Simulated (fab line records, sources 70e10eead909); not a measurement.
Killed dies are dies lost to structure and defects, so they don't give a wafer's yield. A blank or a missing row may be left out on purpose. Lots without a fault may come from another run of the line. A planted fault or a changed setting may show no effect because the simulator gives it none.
fab line records | flow nand_harc
record lots=7 wafers=19 last_day=34
route steps=1302 shown A_DECK1_JOINT@544 A_ONON_D2@545 END@1302
lots that met no fault: from a run of the same line without faults
start_h: hours from the record's first day to the start of the lot's first wafer shown | wait_h: hours since the lot's step before | " the same as in the row above | L1.1+2: a row that stands for several wafers | - no value, or no start given | * or withheld: withheld | < > ~ a bound
route shown NAME@n: a module of which the file shows steps, and the number in the route of the first | usual: mean/standard deviation of fault-free wafers | same: alike in all rows | chamber/n: place in a boat | sites: the reading at each site | _std_site: their standard deviation | _edge_site: outer sites' mean less inner sites' | radius_mm: how far each site lies from the wafer's centre | mask NAME#n: copy n | behind: the tool/chamber that last shaped the wafer | hold: why the lot was held/for how many hours/how that ended | device: the transistor (n, p or np) that didn't switch | end of line: the same wafers' tests at the end of the route | a step without rows: its recipe alone | killed: dies lost to structure and defects at the first sort, not the wafer's yield | map: a wafer's dies, x killed, . not, _ none there
set.NAME: the setting as run; set.NAME@STEP: as run at that earlier step | model.NAME: the simulator's own value behind a step, which no gauge read
lots at some steps of the route; a table a step, a row a wafer
services: from which hour (start_h, from the record's first day; less than 0 if before it) a tool's chamber was out of use, for how many hours, and why
## steps
# step NHARC_A_DECK1_JOINT_INSPECT_05
# usual raw_defect_count=299/100
# columns lot.wafer tool chamber start_h wait_h raw_defect_count
L868.1 defect_inspect-01 - 309.77 0.0 228
L868.2 " - " " 259
L868.5 " - " " 163
L871.1 defect_inspect-01 - 340.90 0.0 319
L871.2 " - " " 200
L872.1 defect_inspect-02 - 353.83 0.0 327
L872.2 " - " " 243
L872.4 " - " " 242
L874.1 defect_inspect-01 - 371.77 0.0 367
L874.4 " - " " 349
L880.1 defect_inspect-01 - 434.52 0.0 186
L880.4 " - " " 376
L880.5 " - " " 344
L886.2 defect_inspect-02 - 489.94 0.0 191
L886.3 " - " " 513
L886.6 " - " " 219
L887.2 defect_inspect-01 - 513.27 0.0 257
L887.4 " - " " 297
L887.6 " - " " 336
# step NHARC_A_ONON_D2_DEP_00
# recipe target_thk_a=10000 n2_flow_sccm=2750 n2o_flow_sccm=2000 nh3_flow_sccm=500 sih4_flow_sccm=210 temp_c=400
# step NHARC_A_ONON_D2_THK_MEAS_02
# recipe thk_meas_gauge=ellipsometry
# usual thk_nm=997/9.7
# columns lot.wafer tool chamber start_h wait_h thk_nm
L868.1 film_metro-02 - 310.35 - 983
L868.2 " - " " 983
L868.5 " - " " 984
L871.1 film_metro-01 - 341.48 - 997
L871.2 " - " " 995
L872.1 film_metro-01 - 354.41 - 1001
L872.2 " - " " 999
L872.4 " - " " 999
L874.1 film_metro-01 - 372.34 - 1002
L874.4 " - " " 1003
L880.1 film_metro-02 - 435.09 - 1002
L880.4 " - " " 1003
L880.5 " - " " 1003
L886.2 film_metro-01 - 490.52 - 992
L886.3 " - " " 992
L886.6 " - " " 991
L887.2 film_metro-02 - 513.85 - 996
L887.4 " - " " 995
L887.6 " - " " 994
# step NHARC_A_ONON_D2_DEP_03
# recipe target_thk_a=10000 n2_flow_sccm=2750 n2o_flow_sccm=2000 nh3_flow_sccm=500 sih4_flow_sccm=210 temp_c=400
# step NHARC_A_ONON_D2_THK_MEAS_05
# recipe thk_meas_gauge=ellipsometry
# usual thk_nm=1001/12
# columns lot.wafer tool chamber start_h wait_h thk_nm
L868.1 film_metro-02 - 310.92 - 1003
L868.2 " - " " 1003
L868.5 " - " " 1004
L871.1 film_metro-01 - 342.04 - 984
L871.2 " - " " 983
L872.1 film_metro-02 - 354.98 - 991
L872.2 " - " " 992
L872.4 " - " " 993
L874.1 film_metro-01 - 372.91 - 1016
L874.4 " - " " 1017
L880.1 film_metro-01 - 435.67 - 1008
L880.4 " - " " 1009
L880.5 " - " " 1009
L886.2 film_metro-02 - 491.08 - 992
L886.3 " - " " 990
L886.6 " - " " 992
L887.2 film_metro-01 - 514.41 - 1023
L887.4 " - " " 1022
L887.6 " - " " 1021
# step NHARC_A_ONON_D2_DEP_06
# recipe target_thk_a=10000 n2_flow_sccm=2750 n2o_flow_sccm=2000 nh3_flow_sccm=500 sih4_flow_sccm=210 temp_c=400
# step NHARC_A_ONON_D2_THK_MEAS_08
# recipe thk_meas_gauge=ellipsometry
# usual thk_nm=1002/9.6
# columns lot.wafer tool chamber start_h wait_h thk_nm
L868.1 film_metro-01 - 311.48 - 997
L868.2 " - " " 997
L868.5 " - " " 997
L871.1 film_metro-02 - 342.60 - 995
L871.2 " - " " 993
L872.1 film_metro-01 - 355.55 - 1006
L872.2 " - " " 1007
L872.4 " - " " 1006
L874.1 film_metro-01 - 373.47 - 1001
L874.4 " - " " 1001
L880.1 film_metro-02 - 436.24 - 1009
L880.4 " - " " 1009
L880.5 " - " " 1007
L886.2 film_metro-02 - 491.65 - 1006
L886.3 " - " " 1006
L886.6 " - " " 1005
L887.2 film_metro-01 - 514.98 - 989
L887.4 " - " " 988
L887.6 " - " " 989
# step NHARC_A_ONON_D2_DEP_09
# recipe target_thk_a=10000 n2_flow_sccm=2750 n2o_flow_sccm=2000 nh3_flow_sccm=500 sih4_flow_sccm=210 temp_c=400
# step NHARC_A_ONON_D2_THK_MEAS_11
# recipe thk_meas_gauge=ellipsometry
# usual thk_nm=998/11
# columns lot.wafer tool chamber start_h wait_h thk_nm
L868.1 film_metro-01 - 312.18 - 990
L868.2 " - " " 990
L868.5 " - " " 993
L871.1 film_metro-02 - 343.17 - 984
L871.2 " - " " 983
L872.1 film_metro-02 - 356.12 - 994
L872.2 " - " " 994
L872.4 " - " " 993
L874.1 film_metro-01 - 374.04 - 1002
L874.4 " - " " 1003
L880.1 film_metro-01 - 436.81 - 1014
L880.4 " - " " 1013
L880.5 " - " " 1013
L886.2 film_metro-02 - 492.21 - 986
L886.3 " - " " 986
L886.6 " - " " 985
L887.2 film_metro-02 - 515.55 - 993
L887.4 " - " " 990
L887.6 " - " " 992
# step NHARC_A_ONON_D2_DEP_12
# recipe target_thk_a=10000 n2_flow_sccm=2750 n2o_flow_sccm=2000 nh3_flow_sccm=500 sih4_flow_sccm=210 temp_c=400
# step NHARC_A_ONON_D2_THK_MEAS_14
# recipe thk_meas_gauge=ellipsometry
# usual thk_nm=1001/11
# columns lot.wafer tool chamber start_h wait_h thk_nm
L868.1 film_metro-02 - 312.88 - 1005
L868.2 " - " " 1004
L868.5 " - " " 1005
L871.1 film_metro-01 - 343.73 - 1008
L871.2 " - " " 1010
L872.1 film_metro-01 - 356.69 - 1000
L872.2 " - " " 998
L872.4 " - " " 998
L874.1 film_metro-01 - 374.62 - 1004
L874.4 " - " " 1003
L880.1 film_metro-01 - 437.38 - 997
L880.4 " - " " 996
L880.5 " - " " 995
L886.2 film_metro-01 - 492.77 - 1013
L886.3 " - " " 1011
L886.6 " - " " 1013
L887.2 film_metro-01 - 516.11 - 1003
L887.4 " - " " 1002
L887.6 " - " " 1002
# step NHARC_A_ONON_D2_ANNEAL_15
# recipe temp_c=750 time_s=3600
# step NHARC_A_ONON_D2_DEP_16
# recipe target_thk_a=10000 n2_flow_sccm=2750 n2o_flow_sccm=2000 nh3_flow_sccm=500 sih4_flow_sccm=210 temp_c=400
# columns lot.wafer tool chamber start_h wait_h
L868.1+2+5 pecvd_onon-02 0 320.23 0.4
L871.1+2 pecvd_onon-01 0 352.71 0.4
L872.1+2+4 pecvd_onon-01 0 364.39 0.4
L874.1+4 pecvd_onon-01 0 383.32 0.4
L880.1+4+5 pecvd_onon-02 0 446.89 0.4
L886.2+3+6 pecvd_onon-02 0 500.28 0.7
L887.2+4+6 pecvd_onon-01 0 524.32 0.5
# step NHARC_A_ONON_D2_THK_MEAS_18
# recipe thk_meas_gauge=ellipsometry
# usual thk_nm=1001/12
# columns lot.wafer tool chamber start_h wait_h thk_nm
L868.1 film_metro-02 - 320.75 - 986
L868.2 " - " " 988
L868.5 " - " " 988
L871.1 film_metro-02 - 353.22 - 751
L871.2 " - " " 751
L872.1 film_metro-01 - 364.89 - 759
L872.2 " - " " 760
L872.4 " - " " 992
L874.1 film_metro-01 - 383.83 - 776
L874.4 " - " " 1008
L880.1 film_metro-02 - 447.40 - 998
L880.4 " - " " 998
L880.5 " - " " 1000
L886.2 film_metro-01 - 500.73 - 999
L886.3 " - " " 999
L886.6 " - " " 997
L887.2 film_metro-01 - 524.77 - 1018
L887.4 " - " " 1016
L887.6 " - " " 1017
# step NHARC_A_ONON_D2_DEP_19
# recipe target_thk_a=10000 n2_flow_sccm=2750 n2o_flow_sccm=2000 nh3_flow_sccm=500 sih4_flow_sccm=210 temp_c=400
# step NHARC_END_SORT_01
# recipe temp_c=25
# usual killed_at_array=56/19 killed_at_other=1.0/1.3 killed_at_periphery=3.8/2.2 killed_dies=61/19 killed_open=3.1/1.9 killed_short=2.3/1.5
# same gross_dies=677
# columns lot.wafer tool chamber start_h wait_h killed_at_array killed_at_other killed_at_periphery killed_dies killed_open killed_short
L872.1 prober-01 0 638.17 2.5 671 3 3 677 2 3
L872.2 prober-01 0 638.98 2.8 669 2 6 677 2 3
L874.1 prober-01 0 648.37 2.5 676 1 0 677 1 3
# killed by level:class
L872.1 A_ONON_D2:area_dep=590 A_CHANNEL_HOLE_D1:chamber_film_flake=40 A_CHANNEL_HOLE_D2:chamber_film_flake=29 THIN_TSV:chamber_film_flake=3 A_SLIT:chamber_film_flake=2 A_CONTACT:chamber_film_flake=2 A_M1:chamber_film_flake=2 P_GATE:geometric_particle:short=1
L872.2 A_ONON_D2:area_dep=589 A_CHANNEL_HOLE_D1:chamber_film_flake=33 A_CHANNEL_HOLE_D2:chamber_film_flake=26 A_CONTACT:chamber_film_flake=8 P_BONDPAD:chamber_film_flake=3 P_STI:chamber_film_flake=2 A_STAIRCASE:chamber_film_flake=2 A_CHANNEL_FILL_D1:geometric_particle:short=1
L874.1 A_ONON_D2:area_dep=634 A_SLIT:chamber_film_flake=20 A_CHANNEL_HOLE_D2:chamber_film_flake=6 A_STAIRCASE:chamber_film_flake=5 A_CHANNEL_FILL_D1:geometric_particle:short=2 A_CHANNEL_HOLE_D1:chamber_film_flake=2 A_DECK1_JOINT:chamber_film_flake=2 A_BLC:chamber_film_flake=2
# map L872.1 (x killed, . not)
____________x____________
_________xxxxxxx_________
_______xxxxxxxxxxx_______
______xxxxxxxxxxxxx______
_____xxxxxxxxxxxxxxx_____
____xxxxxxxxxxxxxxxxx____
____xxxxxxxxxxxxxxxxx____
___xxxxxxxxxxxxxxxxxxx___
___xxxxxxxxxxxxxxxxxxx___
__xxxxxxxxxxxxxxxxxxxxx__
__xxxxxxxxxxxxxxxxxxxxx__
_xxxxxxxxxxxxxxxxxxxxxxx_
_xxxxxxxxxxxxxxxxxxxxxxx_
_xxxxxxxxxxxxxxxxxxxxxxx_
_xxxxxxxxxxxxxxxxxxxxxxx_
_xxxxxxxxxxxxxxxxxxxxxxx_
xxxxxxxxxxxxxxxxxxxxxxxxx
xxxxxxxxxxxxxxxxxxxxxxxxx
xxxxxxxxxxxxxxxxxxxxxxxxx
xxxxxxxxxxxxxxxxxxxxxxxxx
xxxxxxxxxxxxxxxxxxxxxxxxx
_xxxxxxxxxxxxxxxxxxxxxxx_
_xxxxxxxxxxxxxxxxxxxxxxx_
_xxxxxxxxxxxxxxxxxxxxxxx_
_xxxxxxxxxxxxxxxxxxxxxxx_
_xxxxxxxxxxxxxxxxxxxxxxx_
__xxxxxxxxxxxxxxxxxxxxx__
__xxxxxxxxxxxxxxxxxxxxx__
___xxxxxxxxxxxxxxxxxxx___
___xxxxxxxxxxxxxxxxxxx___
____xxxxxxxxxxxxxxxxx____
____xxxxxxxxxxxxxxxxx____
_____xxxxxxxxxxxxxxx_____
______xxxxxxxxxxxxx______
_______xxxxxxxxxxx_______
_________xxxxxxx_________
____________x____________
# map L874.1 (x killed, . not)
____________x____________
_________xxxxxxx_________
_______xxxxxxxxxxx_______
______xxxxxxxxxxxxx______
_____xxxxxxxxxxxxxxx_____
____xxxxxxxxxxxxxxxxx____
____xxxxxxxxxxxxxxxxx____
___xxxxxxxxxxxxxxxxxxx___
___xxxxxxxxxxxxxxxxxxx___
__xxxxxxxxxxxxxxxxxxxxx__
__xxxxxxxxxxxxxxxxxxxxx__
_xxxxxxxxxxxxxxxxxxxxxxx_
_xxxxxxxxxxxxxxxxxxxxxxx_
_xxxxxxxxxxxxxxxxxxxxxxx_
_xxxxxxxxxxxxxxxxxxxxxxx_
_xxxxxxxxxxxxxxxxxxxxxxx_
xxxxxxxxxxxxxxxxxxxxxxxxx
xxxxxxxxxxxxxxxxxxxxxxxxx
xxxxxxxxxxxxxxxxxxxxxxxxx
xxxxxxxxxxxxxxxxxxxxxxxxx
xxxxxxxxxxxxxxxxxxxxxxxxx
_xxxxxxxxxxxxxxxxxxxxxxx_
_xxxxxxxxxxxxxxxxxxxxxxx_
_xxxxxxxxxxxxxxxxxxxxxxx_
_xxxxxxxxxxxxxxxxxxxxxxx_
_xxxxxxxxxxxxxxxxxxxxxxx_
__xxxxxxxxxxxxxxxxxxxxx__
__xxxxxxxxxxxxxxxxxxxxx__
___xxxxxxxxxxxxxxxxxxx___
___xxxxxxxxxxxxxxxxxxx___
____xxxxxxxxxxxxxxxxx____
____xxxxxxxxxxxxxxxxx____
_____xxxxxxxxxxxxxxx_____
______xxxxxxxxxxxxx______
_______xxxxxxxxxxx_______
_________xxxxxxx_________
____________x____________
## services
# columns tool chamber start_h hours kind
pecvd_onon-02 - 366.09 13.0 pm
pecvd_onon-01 - 450.08 13.0 pm
## key
first_sign step=NHARC_A_ONON_D2_THK_MEAS_18 reading=thk_nm direction=down sigmas=21 usual=1001 struck=759
effect step=NHARC_END_SORT_01 reading=killed_at_array direction=up sigmas=33 usual=56 struck=672
more_kills_born_at NHARC_A_ONON_D2_DEP_16@pecvd_onon-01=1813
met_at NHARC_A_ONON_D2_DEP_16
struck_wafers L871.1,L871.2,L872.1,L872.2,L874.1
later_rows_left_out L871.1,L871.2,L872.1,L872.2,L874.1
sort_left_out L871.1,L871.2
tester_left_out L871,L872,L874
fault kind=process_parameter_drift tool=pecvd_onon-01 chamber=- onset_h=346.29 steps=NHARC_A_ONON_D2_DEP_16 channel=target_thk_a offset=* shape=step end_h=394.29 scope=struck_wafers_only acts_in=* stated=*
# tester_left_out: of these lots the tester's yield and bins aren't shown, on N5 and GAA mostly nor the transistor test; their killed dies are dies lost to structure and defects alone, not to doping, threshold or leakage, so they don't give the yield
# sort_left_out: the simulated sort isn't trusted on such a fault, so these wafers' sort isn't shown, and their yield isn't known
# later_rows_left_out: the simulator's readings of these wafers behind a module that went badly wrong aren't trusted and aren't shown, but for the sort
